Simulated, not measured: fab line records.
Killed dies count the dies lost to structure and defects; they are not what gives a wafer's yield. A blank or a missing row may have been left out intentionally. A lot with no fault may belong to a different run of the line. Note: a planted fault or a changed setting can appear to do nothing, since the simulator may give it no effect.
fab line records | flow n5Finfet
record: lots: 7 wafers: 21
route steps=1938 shown BEOL_M4@1108 BEOL_M5@1154 BEOL_M7@1280 BEOL_M9@1419 BEOL_M11@1546 BEOL_M12@1608
startH: the number of hours between the record's first day and the start of the first shown wafer of the lot | waitH: time in hours since the lot's previous step | " unchanged from the row above | L1.1+2: a row that stands for several wafers | - value missing, or start not given | * or withheld: withheld | < > ~ a bound
route shown NAME@n: names a module that has steps shown in the file, with the first one's number in the route | usual: average and standard deviation across the fault-free wafers | same: alike in all rows | chamber/n: place in a boat | sites: each site's reading | _std_site: standard deviation of those values | _edge_site: outer sites' mean less inner sites' | radiusMm: how far each site lies from the wafer's centre | mask NAME#n: copy n | behind: tool/chamber where the wafer was last shaped | hold: the reason the lot was held/the length of the hold in hours/how it ended | device: names the non-switching transistor (n, p or np) | end of line: the same wafers' tests at the end of the route | where a step has no rows: the recipe by itself | killed: at the first sort, the dies lost to defects and structure; wafer yield is something else | map: a wafer's dies, x killed, . not, _ none there
set.NAME: the setting as run; set.NAME@STEP: as run at that earlier step | model.NAME: the simulator's own value behind a step, which no gauge read
lots run with intentionally changed settings; tables by step, rows by wafer
== steps ==
step: N5_BEOL_M4_DEP_57
recipe: material: SiCN targetThkA: 80 tempC: withheld precursor: 3MS/NH3 pressureTorr: 3 rfW: 202 timeS: 14
columns lot.wafer tool chamber startH waitH set.timeS model.SiCN_of_BEOL_M4_DEP_57.thkNm
L074.1 pecvd-02 0 157.87 0.0 12.27 7
L074.3 " 2 " " 14 8
L074.5 " 2 " " 14 8.2
L079.1+4 pecvd-01 2,1 190.98 0.0 14 8
L079.5 " 2 " " 14 8.2
L078.3+4 pecvd-01 0,1 197.15 0.0 14 8.2
L078.5 " 2 " " 14 8.4
L086.3+4+6 pecvd-01 1,0,1 245.49 0.0 14 8.2
L090.1 pecvd-01 2 277.77 0.0 12.24 7
L090.5 " 1 " " 12.24 7.2
L090.6 " 0 " " 14 8.2
L091.1 pecvd-02 0 283.26 0.0 15.3 8.6
L091.3 " 2 " " 14 8
L091.5 " 0 " " 15.3 8.8
L094.1 pecvd-02 0 287.94 0.0 14 8
L094.3 " 2 " " 14.72 8.2
L094.6 " 0 " " 14 7.8
step: N5_BEOL_M5_ETCH_68
recipe: chemistry: N2/H2 target: SOC targetDepthA: 800 overetchA: 160 maskMaterial: SiARC tempC: 40 timeS: 120 ionEnergyEv: 200 pressureMtorr: 30 sourceW: 840 biasW: 150 n2FlowSccm: 200 h2FlowSccm: 200
columns lot.wafer tool chamber startH waitH set.timeS model.SiARC_of_BEOL_M5_COAT_66.thkNm
L074.1+5 rieDiel-06 1,3 163.87 0.0 120 6.4
L074.3 " 0 " " 94.41 7.6
L079.1+4+5 rieDiel-06 0,2,1 196.22 0.0 120 6.4
L078.3+4 rieDiel-04 3,0 202.85 0.0 103.2 7.2
L078.5 " 3 " " 120 6.4
L086.3 rieDiel-06 2 249.28 0.0 134.5 5.6
L086.4 " 3 " " 134.5 6
L086.6 " 2 " " 120 6.4
L090.1 rieDiel-06 3 283.16 0.0 120 6.6
L090.5 " 0 " " 120 6.2
L090.6 " 1 " " 120 6.4
L091.1 rieDiel-06 3 291.65 0.0 137.8 5.8
L091.3 " 0 " " 120 6.2
L091.5 " 1 " " 137.8 5.6
L094.1 rieDiel-04 0 294.90 0.0 106 7.2
L094.3+6 " 1 " " 120 7
step: N5_BEOL_M7_ETCH_61
recipe: chemistry: CF4 target: SiARC targetDepthA: 455 maskMaterial: CAR-ArF timeS: 75.8 ionEnergyEv: 80 pressureMtorr: 40 sourceW: 545 biasW: 36 Ar_flow_sccm: 100 cf4FlowSccm: 100 ends: cleared
usual: etchRfOnTimeS: 75.5/2.6 rfVppV: 183.8/1.4
columns lot.wafer tool chamber startH waitH set.sourceW etchRfOnTimeS rfVppV
L074.1 rieDiel-03 1 181.74 0.0 545 72.5 184.7
L074.3 " 3 " " 452.7 89.7 194.4
L074.5 " 3 " " 452.7 89.9 194.9
L079.1 rieDiel-03 3 212.25 0.0 545 77.1 184.3
L079.4 " 2 " " 545 74.3 183.8
L079.5 " 1 " " 545 73.8 181.9
L078.3 rieDiel-03 2 221.13 0.0 545 74.3 182.4
L078.4 " 0 " " 490.3 79.6 191.8
L078.5 " 2 " " 545 74.1 182.4
L086.3 rieDiel-04 1 270.49 0.0 545 82.4 185.9
L086.4 " 3 " " 458.4 87.4 192.8
L086.6 " 0 " " 545 75.4 183.9
L090.1 rieDiel-03 1 300.77 0.0 545 73.2 181.9
L090.5 " 3 " " 545 75.9 186.1
L090.6 " 2 " " 545 73.4 184.0
L091.1 rieDiel-04 2 309.38 0.0 545 77.2 183.6
L091.3 " 0 " " 545 75.6 183.9
L091.5 " 2 " " 545 76.6 183.6
L094.1 rieDiel-06 3 318.11 0.0 545 75.0 182.4
L094.3 " 0 " " 545 73.2 186.8
L094.6 " 1 " " 545 74.8 183.5
step: N5_BEOL_M9_ETCH_62
recipe: chemistry: N2/H2 target: SOC targetDepthA: 1100 overetchA: 220 maskMaterial: SiARC tempC: 40 timeS: 165 ionEnergyEv: 200 pressureMtorr: 30 sourceW: 840 biasW: 150 n2FlowSccm: 200 h2FlowSccm: 200
columns lot.wafer tool chamber startH waitH set.timeS
L074.1 rieDiel-03 1 204.53 0.0 165
L074.3+5 " 3,1 " " 194.2
L079.1+4+5 rieDiel-04 1,0,2 230.07 0.0 165
L078.3+4 rieDiel-03 2,0 237.32 0.0 186.2
L078.5 " 1 " " 165
L086.3+4+6 rieDiel-03 2,2,3 292.19 0.0 165
L090.1+5 rieDiel-04 3,0 318.13 0.0 193.5
L090.6 " 1 " " 165
L091.1+3+5 rieDiel-04 1,0,0 322.77 0.0 165
L094.1+3+6 rieDiel-06 2,3,0 333.80 0.0 165
step: N5_BEOL_M9_STRIP_68
recipe: chemistry: N2/H2 tempC: 40 n2FlowSccm: 200 h2FlowSccm: 200 rfFrequencyHz: 6e+07
step: N5_BEOL_M9_STRIP_67
recipe: chemistry: CF4 resist: SiARC powerW: 300 biasPowerW: 75 pressureMtorr: 50 cf4FlowSccm: 150 rfFrequencyHz: 6e+07
step: N5_BEOL_M9_HM_OPEN_17
recipe: chemistry: Cl2/BCl3 targetDepthA: 200 overetchA: 60 target: TiN maskMaterial: SOC ionEnergyEv: 150 pressureMtorr: 10 icpW: 1000 biasW: 126 Cl2_flow_sccm: 53.25 bcl3FlowSccm: 21.75 Ar_flow_sccm: 25
columns lot.wafer tool chamber startH waitH set.timeS@BEOL_M9_ETCH_62 model.etch.depthNm
L074.1 rieMetal-03 0 204.71 0.0 165 19.85
L074.3 " 1 " " 194.2 17.22
L074.5 " 0 " " 194.2 16.98
L079.1 rieMetal-02 1 230.26 0.0 165 20.64
L079.4 " 0 " " 165 20.36
L079.5 " 0 " " 165 20.34
L078.3 rieMetal-02 0 237.54 0.1 186.2 18.38
L078.4 " 1 " " 186.2 18.21
L078.5 " 1 " " 165 20.06
L086.3 rieMetal-03 0 292.41 0.1 165 20.01
L086.4 " 1 " " 165 20.31
L086.6 " 1 " " 165 20
L090.1 rieMetal-03 1 318.32 0.0 193.5 17.37
L090.5 " 1 " " 193.5 17.39
L090.6 " 0 " " 165 20.23
L091.1 rieMetal-02 1 322.95 0.0 165 20.13
L091.3 " 1 " " 165 20.09
L091.5 " 0 " " 165 19.96
L094.1+3 rieMetal-01 1,0 333.99 0.0 165 20.21
L094.6 " 0 " " 165 20.28
step: N5_BEOL_M9_COAT_75
recipe: resist: underlayer tempC: 205 timeS: 60 spinRpm: 1500 resistThkNm: 5
columns lot.wafer tool chamber startH waitH set.spinRpm
L074.1+3 lithoTrack-03 0 - - 1410
L074.5 " 0 " " 1500
L079.1+4+5 lithoTrack-03 0 - - 1500
L078.3+4+5 lithoTrack-02 0 - - 1500
L086.3 lithoTrack-02 0 - - 1500
L086.4+6 " 0 " " 1650
L090.1+5 lithoTrack-02 0 - - 1500
L090.6 " 0 " " 1616
L091.1+3+5 lithoTrack-05 0 - - 1500
L094.1+3 lithoTrack-05 0 - - 1357
L094.6 " 0 " " 1500
step: N5_BEOL_M9_COAT_22
recipe: resist: CAR-EUV spinRpm: 1500 resistThkNm: 30
step: N5_BEOL_M9_EBR_24
recipe: solvent: PGMEA ebrWidthMm: 1.5
step: N5_BEOL_M9_DESCUM_33
recipe: chemistry: O2 timeS: 7 sourcePowerW: 50 biasPowerW: 20 pressureMtorr: 20 rfFrequencyHz: 2.712e+07 tempC: 40 resist: CAR-EUV o2FlowSccm: 225
step: N5_BEOL_M9_ETCH_76
recipe: chemistry: N2/H2 target: underlayer targetDepthA: 65 maskMaterial: CAR-EUV timeS: 5.2 ionEnergyEv: 200 pressureMtorr: 30 sourceW: 840 biasW: 150 n2FlowSccm: 200 h2FlowSccm: 200 ends: cleared
columns lot.wafer tool chamber startH waitH set.spinRpm@BEOL_M9_COAT_75 model.CAR-EUV_of_BEOL_M9_COAT_22.thkNm model.etch.depthNm
L074.1 rieDiel-06 1 206.90 0.0 1410 20.2 5.141
L074.3 " 0 " " 1410 20.2 5.138
L074.5 " 2 " " 1500 20.6 4.972
L079.1 rieDiel-06 0 230.90 0.0 1500 20.4 4.959
L079.4 " 3 " " 1500 20.2 4.966
L079.5 " 3 " " 1500 20.2 4.985
L078.3 rieDiel-06 0 238.32 0.0 1500 20.4 4.995
L078.4+5 " 1,3 " " 1500 20.4 4.989
L086.3 rieDiel-06 3 294.25 0.0 1500 20.4 4.994
L086.4 " 2 " " 1650 20.8 4.757
L086.6 " 2 " " 1650 20.8 4.754
L090.1 rieDiel-04 2 319.97 0.0 1500 20.6 5.006
L090.5 " 0 " " 1500 20.4 4.983
L090.6 " 1 " " 1616 20.8 4.809
L091.1 rieDiel-04 1 325.99 0.0 1500 20.6 4.997
L091.3 " 2 " " 1500 20.6 5.008
L091.5 " 3 " " 1500 20.4 5.004
L094.1 rieDiel-03 0 335.45 0.0 1357 20 5.261
L094.3 " 1 " " 1357 20 5.258
L094.6 " 1 " " 1500 20.4 5.005
step: N5_BEOL_M11_EXPOSE_08
recipe: maskId: M11 na: 1.35 sourceShape: dipole sigmaInner: 0.411 sigmaOuter: 0.611 polarization: te doseMj: 53.75
columns lot.wafer tool chamber startH waitH mask set.doseMj
L074.1+5 arfiScanner-01 0 220.93 - M11#0 53.75
L074.3 " 0 " " M11#0 55.56
L079.1+4+5 arfiScanner-03 0 242.51 - M11#0 53.75
L078.3+5 arfiScanner-02 0 250.11 - M11#0 51.46
L078.4 " 0 " " M11#0 53.75
L086.3 arfiScanner-02 0 312.76 - M11#0 56.7
L086.4+6 " 0 " " M11#0 53.75
L090.1+5+6 arfiScanner-02 0 332.86 - M11#0 53.75
L091.1+3+5 arfiScanner-01 0 342.45 - M11#0 53.75
L094.1 arfiScanner-02 0 349.19 - M11#0 53.75
L094.3+6 " 0 " " M11#0 57.71
step: N5_BEOL_M11_PEB_09
recipe: pebTempC: withheld pebTimeS: 60 resist: CAR-ArF
step: N5_BEOL_M11_DEVELOP_10
recipe: developTimeS: 30 developer: TMAH resist: CAR-ArF rinseLiquid: diw dry: airSpin devTempC: 23
step: N5_BEOL_M11_CD_MEAS_11
recipe: targetCdNm: 64.1 landingEnergyEv: 500 detector: seInlens polarity: opening
usual: cdNm: 64.1/0.78
columns lot.wafer tool chamber startH waitH set.doseMj@BEOL_M11_EXPOSE_08 cdNm
L074.1 cdSem-03 0 221.06 - 53.75 64.2
L074.3 " 0 " " 55.56 65.5
L074.5 " 0 " " 53.75 63.7
L079.1 cdSem-03 0 242.64 - 53.75 63.4
L079.4 " 0 " " 53.75 64.6
L079.5 " 0 " " 53.75 64.1
L078.3 cdSem-02 0 250.22 - 51.46 62.2
L078.4 " 0 " " 53.75 63.7
L078.5 " 0 " " 51.46 61.6
L086.3 cdSem-02 0 312.88 - 56.7 68.1
L086.4 " 0 " " 53.75 64.8
L086.6 " 0 " " 53.75 65.0
L090.1 cdSem-03 0 332.99 - 53.75 64.3
L090.5 " 0 " " 53.75 64.6
L090.6 " 0 " " 53.75 64.7
L091.1 cdSem-02 0 342.58 - 53.75 64.7
L091.3 " 0 " " 53.75 64.5
L091.5 " 0 " " 53.75 65.5
L094.1 cdSem-02 0 349.32 - 53.75 62.0
L094.3 " 0 " " 57.71 66.0
L094.6 " 0 " " 57.71 67.2
step: N5_BEOL_M11_DESCUM_16
recipe: chemistry: O2 timeS: 7.9 sourcePowerW: 50 biasPowerW: 20 pressureMtorr: 20 rfFrequencyHz: 2.712e+07 tempC: 40 resist: CAR-ArF o2FlowSccm: 225
columns lot.wafer tool chamber startH waitH set.timeS model.CAR-ArF_of_BEOL_M11_COAT_05.thkNm
L074.1 rieDiel-03 2 221.50 0.4 8.622 83
L074.3 " 0 " " 7.9 83.4
L074.5 " 2 " " 7.9 83.6
L079.1+5 rieDiel-04 1,3 242.73 0.0 7.9 83.4
L079.4 " 0 " " 7.9 83.2
L078.3 rieDiel-03 3 250.36 0.1 7.116 84
L078.4 " 0 " " 7.116 83.8
L078.5 " 1 " " 7.9 83.6
L086.3 rieDiel-03 0 312.96 0.0 7.9 83.2
L086.4+6 " 3,1 " " 6.931 84
L090.1 rieDiel-06 0 333.28 0.2 7.9 84
L090.5+6 " 3,2 " " 7.9 83.8
L091.1 rieDiel-04 1 342.66 0.0 7.9 83.2
L091.3 " 3 " " 7.9 83.4
L091.5 " 2 " " 7.9 83.6
L094.1 rieDiel-03 0 349.40 0.0 6.753 84
L094.3 " 2 " " 6.753 84.2
L094.6 " 2 " " 7.9 83.4
step: N5_BEOL_M11_ETCH_61
recipe: chemistry: CF4 target: SiARC targetDepthA: 390 maskMaterial: CAR-ArF timeS: 65 ionEnergyEv: 80 pressureMtorr: 40 sourceW: 545 biasW: 36 Ar_flow_sccm: 100 cf4FlowSccm: 100 ends: cleared
columns lot.wafer tool chamber startH waitH set.timeS@BEOL_M11_DESCUM_16 model.CAR-ArF_of_BEOL_M11_COAT_05.thkNm
L074.1 rieDiel-03 2 221.55 0.0 8.622 55
L074.3 " 0 " " 7.9 55.4
L074.5 " 2 " " 7.9 55.6
L079.1 rieDiel-04 1 242.76 0.0 7.9 55.4
L079.4+5 " 0,3 " " 7.9 55.2
L078.3 rieDiel-03 3 250.39 0.0 7.116 56
L078.4 " 0 " " 7.116 55.8
L078.5 " 1 " " 7.9 55.6
L086.3 rieDiel-03 0 313.00 0.0 7.9 55.4
L086.4 " 3 " " 6.931 56
L086.6 " 1 " " 6.931 56.2
L090.1+5+6 rieDiel-06 0,3,2 333.31 0.0 7.9 56
L091.1+3 rieDiel-04 1,3 342.70 0.0 7.9 55.4
L091.5 " 2 " " 7.9 55.6
L094.1 rieDiel-03 0 349.44 0.0 6.753 56.2
L094.3 " 2 " " 6.753 56.4
L094.6 " 2 " " 7.9 55.6
step: N5_BEOL_M12_EXPOSE_07
recipe: maskId: V11 na: 0.93 sourceShape: conventional sigmaOuter: 0.6 polarization: unpolarized attpsmPhaseDeg: 180 doseMj: 32.5
columns lot.wafer tool chamber startH waitH mask set.doseMj
L074.1+3 krfScanner-01 0 228.66 - V11#0 31.62
L074.5 " 0 " " V11#0 32.5
L079.1+4+5 krfScanner-02 0 247.84 - V11#0 32.5
L078.3+5 krfScanner-02 0 257.93 - V11#0 32.5
L078.4 " 0 " " V11#0 30.79
L086.3+4+6 krfScanner-01 0 318.80 - V11#0 32.5
L090.1+5 krfScanner-01 0 338.30 - V11#0 32.5
L090.6 " 0 " " V11#0 30.34
L091.1+5 krfScanner-01 0 348.14 - V11#0 32.5
L091.3 " 0 " " V11#0 34.36
L094.1+3 krfScanner-02 0 353.71 - V11#0 32.5
L094.6 " 0 " " V11#0 30.54
step: N5_BEOL_M12_PEB_08
recipe: pebTempC: 130 pebTimeS: 90
step: N5_BEOL_M12_DEVELOP_09
recipe: developTimeS: 45 rinseLiquid: diw dry: airSpin devTempC: 21
step: N5_BEOL_M12_HARDBAKE_14
recipe: tempC: 130 timeS: 120
step: N5_BEOL_M12_CD_MEAS_10
recipe: targetCdNm: 140 landingEnergyEv: 500 detector: seInlens polarity: opening
usual: cdNm: 141.0/2.7
columns lot.wafer tool chamber startH waitH set.doseMj@BEOL_M12_EXPOSE_07 cdNm
L074.1 cdSem-02 0 228.83 - 31.62 135.2
L074.3 " 0 " " 31.62 139.4
L074.5 " 0 " " 32.5 139.6
L079.1 cdSem-03 0 248.01 - 32.5 143.3
L079.4 " 0 " " 32.5 143.8
L079.5 " 0 " " 32.5 142.7
L078.3 cdSem-02 0 258.09 - 32.5 136.7
L078.4 " 0 " " 30.79 133.7
L078.5 " 0 " " 32.5 140.3
L086.3 cdSem-03 0 318.97 - 32.5 142.5
L086.4 " 0 " " 32.5 140.0
L086.6 " 0 " " 32.5 138.9
L090.1 cdSem-01 0 338.47 - 32.5 141.2
L090.5 " 0 " " 32.5 145.8
L090.6 " 0 " " 30.34 135.1
L091.1 cdSem-03 0 348.31 - 32.5 143.9
L091.3 " 0 " " 34.36 148.1
L091.5 " 0 " " 32.5 140.9
L094.1 cdSem-03 0 353.88 - 32.5 138.7
L094.3 " 0 " " 32.5 138.5
L094.6 " 0 " " 30.54 127.6
step: N5_BEOL_M12_STRIP_71
recipe: chemistry: postEtchResidueRemover timeS: 60 tempC: 25 removerPh: withheld removerWaterWtPct: withheld removerFluorideWtPct: withheld
step: N5_BEOL_M12_SRD_72
recipe: timeS: 30 tempC: 23 rinseLiquid: diw dry: n2Spin spinRpm: 1500 dryTimeS: 30
step: N5_BEOL_M12_CD_MEAS_17
recipe: targetCdNm: 140 polarity: opening
usual: cdNm: 141.5/3
columns lot.wafer tool chamber startH waitH set.doseMj@BEOL_M12_EXPOSE_07 cdNm
L074.1 cdSem-02 - 229.64 0.0 31.62 134.7
L074.3 " - " " 31.62 137.5
L074.5 " - " " 32.5 139.3
L079.1 cdSem-02 - 248.59 0.0 32.5 144.4
L079.4 " - " " 32.5 144.4
L079.5 " - " " 32.5 143.5
L078.3 cdSem-02 - 258.67 0.0 32.5 137.4
L078.4 " - " " 30.79 133.8
L078.5 " - " " 32.5 141.7
L086.3 cdSem-02 - 319.60 0.0 32.5 143.6
L086.4 " - " " 32.5 140.0
L086.6 " - " " 32.5 141.2
L090.1 cdSem-03 - 339.05 0.0 32.5 142.3
L090.5 " - " " 32.5 146.6
L090.6 " - " " 30.34 136.2
L091.1 cdSem-01 - 348.90 0.0 32.5 142.2
L091.3 " - " " 34.36 145.9
L091.5 " - " " 32.5 142.4
L094.1 cdSem-03 - 354.47 0.0 32.5 137.7
L094.3 " - " " 32.5 138.1
L094.6 " - " " 30.54 126.2
== key ==
split: step: N5_BEOL_M4_DEP_57 setting: timeS stated: 14 by: wafer
response: step: N5_BEOL_M4_DEP_57 reading: model.SiCN_of_BEOL_M4_DEP_57.thkNm change: +0.0838 per: 1% r: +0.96
split: step: N5_BEOL_M5_ETCH_68 setting: timeS stated: 120 by: wafer
response: step: N5_BEOL_M5_ETCH_68 reading: model.SiARC_of_BEOL_M5_COAT_66.thkNm change: -0.0467 per: 1% r: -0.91
split: step: N5_BEOL_M7_ETCH_61 setting: sourceW stated: 545 by: wafer
response: step: N5_BEOL_M7_ETCH_61 reading: etchRfOnTimeS change: * per: 1% r: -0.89
response: step: N5_BEOL_M7_ETCH_61 reading: rfVppV change: -0.606 per: 1% r: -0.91
split: step: N5_BEOL_M9_ETCH_62 setting: timeS stated: 165 by: wafer
response: step: N5_BEOL_M9_HM_OPEN_17 reading: model.etch.depthNm change: -0.155 per: 1% r: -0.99
split: step: N5_BEOL_M9_COAT_75 setting: spinRpm stated: 1500 by: wafer
response: step: N5_BEOL_M9_ETCH_76 reading: model.CAR-EUV_of_BEOL_M9_COAT_22.thkNm change: +0.0437 per: 1% r: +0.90
response: step: N5_BEOL_M9_ETCH_76 reading: model.etch.depthNm change: -0.0253 per: 1% r: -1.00
split: step: N5_BEOL_M11_EXPOSE_08 setting: doseMj stated: 53.75 by: wafer
response: step: N5_BEOL_M11_CD_MEAS_11 reading: cdNm change: +0.568 per: 1% r: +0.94
split: step: N5_BEOL_M11_DESCUM_16 setting: timeS stated: 7.9 by: wafer
response: step: N5_BEOL_M11_DESCUM_16 reading: model.CAR-ArF_of_BEOL_M11_COAT_05.thkNm change: -0.0507 per: 1% r: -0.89
response: step: N5_BEOL_M11_ETCH_61 reading: model.CAR-ArF_of_BEOL_M11_COAT_05.thkNm change: -0.0484 per: 1% r: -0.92
split: step: N5_BEOL_M12_EXPOSE_07 setting: doseMj stated: 32.5 by: wafer
response: step: N5_BEOL_M12_CD_MEAS_10 reading: cdNm change: +1.26 per: 1% r: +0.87
response: step: N5_BEOL_M12_CD_MEAS_17 reading: cdNm change: +1.24 per: 1% r: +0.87
